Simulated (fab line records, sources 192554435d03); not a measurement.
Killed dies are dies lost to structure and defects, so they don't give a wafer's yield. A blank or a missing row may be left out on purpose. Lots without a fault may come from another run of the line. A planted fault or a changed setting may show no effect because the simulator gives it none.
fab line records | flow n5_finfet
record lots=9 wafers=27 last_day=18
route steps=1938 shown BEOL_M10@1535 BEOL_M11@1539 PASSIVATION@1936
lots that met no fault: from a run of the same line without faults
start_h: hours from the record's first day to the start of the lot's first wafer shown | wait_h: hours since the lot's step before | " the same as in the row above | L1.1+2: a row that stands for several wafers | - no value, or no start given | * or withheld: withheld | < > ~ a bound
route shown NAME@n: a module of which the file shows steps, and the number in the route of the first | usual: mean/standard deviation of fault-free wafers | same: alike in all rows | chamber/n: place in a boat | sites: the reading at each site | _std_site: their standard deviation | _edge_site: outer sites' mean less inner sites' | radius_mm: how far each site lies from the wafer's centre | mask NAME#n: copy n | behind: the tool/chamber that last shaped the wafer | hold: why the lot was held/for how many hours/how that ended | device: the transistor (n, p or np) that didn't switch | end of line: the same wafers' tests at the end of the route | a step without rows: its recipe alone | killed: dies lost to structure and defects at the first sort, not the wafer's yield | map: a wafer's dies, x killed, . not, _ none there
set.NAME: the setting as run; set.NAME@STEP: as run at that earlier step | model.NAME: the simulator's own value behind a step, which no gauge read
steps of the route over a sample of lots; a table a step, a row a wafer
services: from which hour (start_h, from the record's first day; less than 0 if before it) a tool's chamber was out of use, for how many hours, and why
## steps
# step N5_BEOL_M10_INSPECT_58
# recipe inspect_instrument=darkfield mode=post_dep
# usual raw_defect_count=69/21
# columns lot.wafer tool chamber start_h wait_h raw_defect_count
L814.1 defect_inspect-01 - 254.92 0.0 51
L814.5 " - " " 49
L814.6 " - " " 62
L817.1 defect_inspect-02 - 268.18 0.0 77
L817.3 " - " " 67
L817.5 " - " " 45
L816.2 defect_inspect-02 - 273.23 0.0 37
L816.3 " - " " 57
L816.4 " - " " 61
L818.1 defect_inspect-02 - 285.98 0.0 57
L818.4 " - " " 52
L818.6 " - " " 50
L822.1 defect_inspect-01 - 317.18 0.0 68
L822.4 " - " " 49
L822.6 " - " " 50
L823.1 defect_inspect-02 - 317.63 0.0 82
L823.4 " - " " 66
L823.5 " - " " 79
L826.1 defect_inspect-02 - 324.45 0.0 64
L826.2 " - " " 97
L826.4 " - " " 72
L827.1 defect_inspect-01 - 341.31 0.0 79
L827.2 " - " " 74
L827.3 " - " " 67
L832.2 defect_inspect-01 - 368.21 0.0 99
L832.3 " - " " 47
L832.6 " - " " 90
# step N5_BEOL_M11_PECVD_70
# recipe material=SiO2 target_thk_a=200 temp_c=400 precursor=TEOS/O2 pressure_torr=5.5 rf_w=450 teos_flow_sccm=53.8 gas=O2 flow_sccm=3000 time_s=22.7
# usual heater_power_w=709/77 showerhead_plenum_p_Torr=8.77/0.048 throttle_valve_pct=23.1/1.7
# columns lot.wafer tool chamber start_h wait_h heater_power_w showerhead_plenum_p_Torr throttle_valve_pct
L814.1 pecvd-04 1 255.59 0.0 742 8.83 21.6
L814.5 " 2 " " 670 8.71 21.8
L814.6 " 1 " " 774 8.82 21.4
L817.1 pecvd-04 2 268.86 0.0 593 8.73 21.6
L817.3 " 1 " " 765 8.81 21.4
L817.5 " 0 " " 706 8.81 25.2
L816.2 pecvd-04 0 273.90 0.0 739 8.80 24.9
L816.3 " 1 " " 747 8.82 21.3
L816.4 " 2 " " 661 8.72 21.6
L818.1 pecvd-04 1 287.08 0.0 859 8.80 21.3
L818.4 " 1 " " 869 8.81 21.2
L818.6 " 2 " " 603 8.74 21.4
L822.1 pecvd-04 1 317.84 0.0 832 8.81 21.1
L822.4 " 2 " " 650 8.70 22.0
L822.6 " 0 " " 714 8.79 25.3
L823.1 pecvd-04 0 318.30 0.0 769 8.79 25.6
L823.4 " 1 " " 862 8.83 21.2
L823.5 " 0 " " 789 8.78 25.5
L826.1 pecvd-02 1 325.12 0.0 752 8.71 23.5
L826.2 " 2 " " 613 8.78 22.7
L826.4 " 2 " " 620 8.77 22.6
L827.1 pecvd-04 2 341.98 0.0 657 8.72 21.9
L827.2 " 1 " " 841 8.82 21.5
L827.3 " 0 " " 642 8.80 25.3
L832.2 pecvd-02 0 368.87 0.0 697 8.71 25.5
L832.3 " 1 " " 700 8.71 23.2
L832.6 " 0 " " 658 8.69 25.3
# step N5_BEOL_M11_INSPECT_13
# recipe mode=adi inspect_instrument=brightfield
# usual raw_defect_count=406/120
# columns lot.wafer tool chamber start_h wait_h raw_defect_count
L814.1 defect_inspect-02 - 257.26 0.0 505
L814.5 " - " " 465
L814.6 " - " " 374
L817.1 defect_inspect-01 - 271.25 0.0 396
L817.3 " - " " 518
L817.5 " - " " 449
L816.2 defect_inspect-02 - 274.97 0.0 466
L816.3 " - " " 469
L816.4 " - " " 491
L818.1 defect_inspect-02 - 287.69 0.0 332
L818.4 " - " " 231
L818.6 " - " " 306
L822.1 defect_inspect-02 - 322.33 0.0 415
L822.4 " - " " 349
L822.6 " - " " 314
L823.1 defect_inspect-01 - 322.53 0.0 550
L823.4 " - " " 523
L823.5 " - " " 738
L826.1 defect_inspect-01 - 325.77 0.0 264
L826.2 " - " " 374
L826.4 " - " " 307
L827.1 defect_inspect-02 - 343.97 0.0 563
L827.2 " - " " 999
L827.3 " - " " 462
L832.2 defect_inspect-02 - 370.59 0.0 723
L832.3 " - " " 541
L832.6 " - " " 580
# step N5_BEOL_M11_ETCH_61
# recipe chemistry=CF4 target=SiARC target_depth_a=390 mask_material=CAR-ArF time_s=65 ion_energy_ev=80 pressure_mtorr=40 source_w=545 bias_w=36 Ar_flow_sccm=100 cf4_flow_sccm=100 ends=cleared
# usual cf4_flow_sccm=100.00/0.29 drypump_motor_current_A=5.7/0.35 etch_rf_on_time_s=64.7/0.83 oes_product_au=0.66/0.066 rf_vpp_V=184.1/1.2 showerhead_plenum_p_Torr=2.14/0.078 throttle_valve_pct=15.67/0.27
# columns lot.wafer tool chamber start_h wait_h cf4_flow_sccm drypump_motor_current_A etch_rf_on_time_s oes_product_au rf_hours_counter_h rf_vpp_V showerhead_plenum_p_Torr throttle_valve_pct
L814.1 rie_diel-02 1 257.32 0.0 99.82 6.3 64.5 0.65 122 185.8 2.24 15.97
L814.5 " 2 " " 99.88 5.5 65.1 0.64 - 182.8 2.06 15.56
L814.6 " 1 " " 100.23 6.3 64.4 0.67 - 185.3 2.24 15.97
L817.1 rie_diel-06 0 271.43 0.0 100.06 5.8 65.3 0.67 132 185.0 2.23 15.69
L817.3 " 3 " " 99.51 5.3 64.1 0.78 27 185.2 2.28 15.24
L817.5 " 0 " " 100.26 5.7 65.0 0.67 - 185.2 2.23 15.69
L816.2 rie_diel-02 3 275.03 0.0 99.64 5.5 66.1 0.62 191 184.0 2.13 15.79
L816.3 " 0 " " 100.22 5.4 64.5 0.81 7 184.8 2.19 15.21
L816.4 " 1 " " 100.09 6.3 63.9 0.65 128 184.6 2.24 16.00
L818.1 rie_diel-06 0 287.76 0.0 100.35 5.7 64.6 0.67 137 185.7 2.23 15.70
L818.4 " 3 " " 100.10 5.3 63.9 0.78 33 185.1 2.27 15.24
L818.6 " 2 " " 100.09 5.9 65.1 0.61 - 183.5 2.04 16.02
L822.1 rie_diel-05 3 322.40 0.0 99.81 5.5 64.4 0.73 58 183.2 2.10 15.46
L822.4 " 0 " " 100.01 6.2 64.2 0.60 199 184.8 2.13 15.72
L822.6 " 2 " " 100.18 6.0 64.8 0.59 - 183.4 2.19 15.56
L823.1 rie_diel-02 1 322.60 0.0 100.08 6.3 64.1 0.65 141 185.5 2.23 16.01
L823.4 " 0 " " 99.87 5.4 63.3 0.79 21 185.4 2.18 15.26
L823.5 " 2 " " 99.63 5.5 65.1 0.63 - 183.6 2.05 15.57
L826.1 rie_diel-05 3 325.87 0.0 99.96 5.6 64.2 0.74 59 184.1 2.09 15.46
L826.2 " 2 " " 99.67 6.1 64.2 0.59 247 185.7 2.19 15.56
L826.4 " 0 " " 100.10 6.1 63.9 0.60 201 183.8 2.13 15.70
L827.1 rie_diel-06 0 344.28 0.0 99.99 5.7 64.9 0.66 154 184.3 2.23 15.73
L827.2 " 2 " " 100.15 5.9 64.9 0.60 211 182.5 2.04 16.05
L827.3 " 1 " " 99.99 6.0 63.7 0.62 184 181.4 1.98 16.13
L832.2 rie_diel-02 2 371.30 0.0 99.92 5.5 65.9 0.62 172 182.6 2.05 15.61
L832.3 " 3 " " 100.28 5.5 66.0 0.60 221 184.6 2.12 15.87
L832.6 " 3 " " 99.97 5.5 65.7 0.60 - 185.0 2.12 15.87
# step N5_BEOL_M11_STRIP_19
# recipe chemistry=O2 power_w=400 temp_c=40 pressure_mtorr=30 rf_frequency_hz=6e+07 bias_power_w=0 overash_fraction=0.2 o2_flow_sccm=225
# usual drypump_motor_current_A=5.7/0.35 oes_product_au=0.78/0.083 rf_vpp_V=3.6/0.58 showerhead_plenum_p_Torr=2.08/0.084 throttle_valve_pct=16.72/0.3
# same bias_power_w=0
# columns lot.wafer tool chamber start_h wait_h drypump_motor_current_A oes_product_au rf_hours_counter_h rf_vpp_V showerhead_plenum_p_Torr throttle_valve_pct
L814.1 rie_diel-05 1 257.86 0.3 5.2 0.85 46 4.4 2.04 16.58
L814.5 " 2 " " 6.0 0.70 - 4.1 2.16 16.55
L814.6 " 3 " " 5.6 0.90 - 3.2 2.04 16.45
L817.1 rie_diel-06 1 271.78 0.1 5.9 0.73 162 3.9 1.94 17.16
L817.3 " 0 " " 5.8 0.78 132 4.5 2.19 16.74
L817.5 " 0 " " 5.7 0.78 - 4.1 2.19 16.72
L816.2 rie_diel-02 3 275.38 0.1 5.5 0.73 191 2.8 2.08 16.84
L816.3 " 0 " " 5.4 0.95 7 4.1 2.14 16.27
L816.4 " 1 " " 6.3 0.77 128 4.3 2.20 17.06
L818.1 rie_diel-06 0 288.14 0.1 5.8 0.78 137 3.0 2.19 16.74
L818.4 " 1 " " 5.9 0.74 167 4.3 1.94 17.18
L818.6 " 1 " " 5.9 0.74 - 4.6 1.94 17.18
L822.1 rie_diel-02 0 322.82 0.2 5.4 0.91 21 3.2 2.14 16.30
L822.4 " 1 " " 6.4 0.76 141 2.8 2.19 17.06
L822.6 " 3 " " 5.5 0.71 - 3.6 2.08 16.86
L823.1 rie_diel-02 2 323.11 0.2 5.5 0.74 156 2.8 2.01 16.66
L823.4 " 3 " " 5.5 0.71 205 3.4 2.08 16.87
L823.5 " 2 " " 5.5 0.74 - 3.2 2.01 16.67
L826.1 rie_diel-05 0 326.31 0.2 6.2 0.70 201 3.6 2.07 16.72
L826.2 " 1 " " 5.2 0.81 66 2.4 2.03 16.63
L826.4 " 3 " " 5.5 0.84 59 3.1 2.04 16.48
L827.1 rie_diel-05 3 344.95 0.4 5.6 0.84 67 3.6 2.03 16.50
L827.2 " 1 " " 5.2 0.81 73 4.4 2.03 16.65
L827.3 " 0 " " 6.1 0.70 208 3.0 2.07 16.69
L832.2 rie_diel-06 0 371.71 0.1 5.7 0.75 163 4.5 2.18 16.78
L832.3 " 3 " " 5.3 0.87 58 4.1 2.22 16.32
L832.6 " 2 " " 5.9 0.68 - 3.7 1.99 17.12
# step N5_BEOL_M11_INSPECT_30
# recipe mode=adi inspect_instrument=brightfield
# usual raw_defect_count=414/120
# columns lot.wafer tool chamber start_h wait_h raw_defect_count
L814.1 defect_inspect-02 - 259.58 0.0 519
L814.5 " - " " 461
L814.6 " - " " 415
L817.1 defect_inspect-02 - 273.63 0.0 440
L817.3 " - " " 606
L817.5 " - " " 484
L816.2 defect_inspect-01 - 277.25 0.0 417
L816.3 " - " " 403
L816.4 " - " " 435
L818.1 defect_inspect-01 - 288.74 0.0 299
L818.4 " - " " 200
L818.6 " - " " 266
L822.1 defect_inspect-02 - 323.23 0.0 385
L822.4 " - " " 337
L822.6 " - " " 312
L823.1 defect_inspect-01 - 324.65 0.0 546
L823.4 " - " " 547
L823.5 " - " " 748
L826.1 defect_inspect-01 - 328.06 0.0 293
L826.2 " - " " 366
L826.4 " - " " 309
L827.1 defect_inspect-01 - 346.57 0.0 477
L827.2 " - " " 868
L827.3 " - " " 398
L832.2 defect_inspect-02 - 373.91 0.0 687
L832.3 " - " " 542
L832.6 " - " " 571
# step N5_PASSIVATION_PROBE_49
# usual defect_limited_yield=91.2/1.5 killed_at_M0_to_M3=32/9.6 killed_at_M4_up=13/5.3 killed_at_contacts=13/6.7 killed_at_front_end=42/11 killed_at_other=3.8/2.9 killed_dies=103/17 killed_on_rim=14/4.4 killed_open=67/13 killed_short=35/7.9 sort_bin_5_function=5.2/0.94 sort_bin_6_memory=3.3/0.64 sort_n_pass=1077/17 sort_yield_pct=91.2/1.5
# same gross_dies=1180 killed_at_back_side=0 sort_bin_4_leakage[%]=0 sort_bin_8_speed[%]=0
# columns lot.wafer tool chamber start_h wait_h defect_limited_yield[%] killed_at_M0_to_M3 killed_at_M4_up killed_at_contacts killed_at_front_end killed_at_other killed_dies killed_on_rim killed_open killed_short sort_bin_5_function[%] sort_bin_6_memory[%] sort_n_pass sort_yield_pct[%]
L814.1 prober-02 - 300.05 0.0 89.3 53 11 39 22 1 126 13 99 25 6.5 3.9 1054 89.3
L814.5 prober-02 - 300.25 0.2 91.2 38 7 20 37 2 104 11 62 39 4.8 3.6 1076 91.2
L814.6 prober-02 - 300.30 0.3 90.2 50 15 24 25 2 116 16 83 32 6.0 3.8 1064 90.2
L822.1 prober-01 - 367.03 0.0 91.9 29 14 10 36 7 96 13 63 33 4.4 3.5 1084 91.9
L822.4 prober-01 - 367.18 0.2 94.2 14 13 16 25 1 69 9 48 20 3.6 2.1 1111 94.2
L822.6 prober-01 - 367.28 0.3 92.8 12 13 14 37 9 85 10 53 31 4.2 2.9 1095 92.8
L823.1 prober-02 - 371.17 0.0 90.8 35 8 23 36 6 108 19 56 50 5.3 3.3 1072 90.8
L823.4 prober-02 - 371.32 0.2 90.7 33 10 20 44 3 110 16 70 38 5.6 3.3 1070 90.7
L823.5 prober-02 - 371.37 0.2 89.1 45 10 15 58 1 129 19 87 42 6.4 4.2 1051 89.1
L827.1 prober-01 - 402.21 0.0 88.7 46 14 15 49 9 133 20 75 55 6.5 4.2 1047 88.7
L827.2 prober-01 - 402.26 0.1 86.1 15 122 7 17 3 164 10 37 16 9.2 2.9 1016 86.1
L827.3 prober-01 - 402.31 0.1 92.0 21 16 17 36 4 94 4 64 28 4.5 3.1 1086 92.0
# killed by level:class
L814.1 MOL_CONTACT_COAG:geometric_particle:open=32 BEOL_M3:geometric_particle:open=25 BEOL_M2:geometric_particle:open=12 STI_FIN_REVEAL:geometric_particle:open=9 MOL_CONTACT_COAG:geometric_particle:short=7 DUMMY_GATE:geometric_particle:open=4 BEOL_M1:geometric_particle:open=4 BEOL_M4:geometric_particle:open=4
L814.5 MOL_CONTACT_COAG:geometric_particle:open=15 STI_FIN_REVEAL:geometric_particle:open=13 BEOL_M3:geometric_particle:open=11 BEOL_M0_SAQP:geometric_particle:short=10 FIN_SAQP:geometric_particle:short=6 BEOL_M0_SAQP:geometric_particle:open=6 MOL_CONTACT_COAG:geometric_particle:short=5 BEOL_M3:geometric_particle:short=4
L814.6 BEOL_M3:geometric_particle:open=19 MOL_CONTACT_COAG:geometric_particle:open=16 BEOL_M4:geometric_particle:open=11 BEOL_M0_SAQP:geometric_particle:short=9 MOL_CONTACT_COAG:geometric_particle:short=8 BEOL_M2:geometric_particle:open=8 BEOL_M0_SAQP:geometric_particle:open=6 STI_FIN_REVEAL:geometric_particle:open=5
L822.1 BEOL_M3:geometric_particle:open=12 STI_FIN_REVEAL:geometric_particle:open=11 MOL_CONTACT_COAG:geometric_particle:open=8 BEOL_M0_SAQP:geometric_particle:short=6 DUMMY_GATE:geometric_particle:open=6 BEOL_M4:geometric_particle:open=6 BEOL_M3:geometric_particle:short=5 STARTING-WAFER:geometric_particle:open=5
L822.4 MOL_CONTACT_COAG:geometric_particle:open=12 STI_FIN_REVEAL:geometric_particle:open=8 BEOL_M3:geometric_particle:open=6 BEOL_M4:geometric_particle:open=6 MOL_CONTACT_COAG:geometric_particle:short=4 DUMMY_GATE:geometric_particle:open=3 STARTING-WAFER:geometric_particle:open=3 FIN_SAQP:geometric_particle:short=2
L822.6 MOL_CONTACT_COAG:geometric_particle:open=11 FIN_SAQP:geometric_particle:open=8 FIN_SAQP:geometric_particle:short=8 DUMMY_GATE:geometric_particle:open=6 BEOL_M4:geometric_particle:open=5 BEOL_M2:geometric_particle:open=4 PASS1_DEP:geometric_particle:open=4 STI_FIN_REVEAL:geometric_particle:open=3
L823.1 MOL_CONTACT_COAG:geometric_particle:open=16 FIN_SAQP:geometric_particle:short=12 BEOL_M0_SAQP:geometric_particle:short=12 BEOL_M0_SAQP:geometric_particle:open=9 FIN_SAQP:geometric_particle:open=8 MOL_CONTACT_COAG:geometric_particle:short=7 MIM_TOP_ETCH:geometric_particle:short=5 BEOL_M2:geometric_particle:open=4
L823.4 MOL_CONTACT_COAG:geometric_particle:open=14 STI_FIN_REVEAL:geometric_particle:open=13 FIN_SAQP:geometric_particle:open=9 BEOL_M0_SAQP:geometric_particle:short=9 BEOL_M0_SAQP:geometric_particle:open=6 DUMMY_GATE:geometric_particle:open=5 GATE_CUT:geometric_particle:short=5 MOL_CONTACT_COAG:geometric_particle:short=5
L823.5 FIN_SAQP:geometric_particle:short=15 FIN_SAQP:geometric_particle:open=13 BEOL_M2:geometric_particle:open=13 STI_FIN_REVEAL:geometric_particle:open=12 MOL_CONTACT_COAG:geometric_particle:open=10 BEOL_M0_SAQP:geometric_particle:short=7 BEOL_M0_SAQP:geometric_particle:open=7 BEOL_M1:geometric_particle:open=6
L827.1 MOL_CONTACT_COAG:geometric_particle:open=13 BEOL_M0_SAQP:geometric_particle:open=13 BEOL_M1:geometric_particle:open=11 FIN_SAQP:geometric_particle:short=10 GATE_CUT:geometric_particle:short=10 BEOL_M0_SAQP:geometric_particle:short=7 STI_FIN_REVEAL:geometric_particle:short=6 BEOL_M2:geometric_particle:open=6
L827.2 BEOL_M11:unspecified=110 MOL_CONTACT_COAG:geometric_particle:open=6 STI_FIN_REVEAL:geometric_particle:open=4 BEOL_M2:geometric_particle:open=4 STARTING-WAFER:geometric_particle:short=4 BEOL_M4:geometric_particle:open=3 BEOL_M8:geometric_particle:open=3 FIN_SAQP:geometric_particle:open=2
L827.3 MOL_CONTACT_COAG:geometric_particle:open=14 FIN_SAQP:geometric_particle:open=8 FIN_SAQP:geometric_particle:short=8 STI_FIN_REVEAL:geometric_particle:open=6 BEOL_M4:geometric_particle:open=6 BEOL_M2:geometric_particle:open=6 BEOL_M0_SAQP:geometric_particle:open=5 BEOL_M5:geometric_particle:open=5
## services
# columns tool chamber start_h hours kind
rie_diel-02 1 234.79 10.1 repair
rie_diel-05 0 290.58 14.1 repair
pecvd-04 - 300.67 1.8 repair
rie_diel-06 2 323.89 4.5 repair
rie_diel-05 2 335.81 - clean
rie_diel-05 2 335.81 - consumable_replace:focus_ring
rie_diel-05 2 335.81 25.0 scheduled_down
rie_diel-05 2 335.81 25.0 vent_cycle
rie_diel-02 1 351.37 14.6 repair
rie_diel-05 3 356.99 15.0 repair
## key
first_sign step=N5_BEOL_M11_INSPECT_13 reading=raw_defect_count direction=up sigmas=5.1 usual=406 struck=999
effect step=N5_BEOL_M11_INSPECT_30 reading=raw_defect_count direction=up sigmas=3.8 usual=414 struck=868
effect step=N5_PASSIVATION_PROBE_49 reading=killed_at_M4_up direction=up sigmas=21 usual=13 struck=122
more_kills_born_at N5_BEOL_M11_PECVD_70@pecvd-04=110
met_at N5_BEOL_M11_PECVD_70
struck_lots L827
struck_wafers L827.2
not_acting_at N5_BEOL_M10_INSPECT_58,N5_BEOL_M11_ETCH_61,N5_BEOL_M11_STRIP_19
onset_between 318.30 341.98
fault kind=chamber_particle_source tool=pecvd-04 chamber=1 onset_h=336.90 steps=N5_BEOL_M11_PECVD_70 rate_per_visit_cm2=0.61417 end_h=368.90
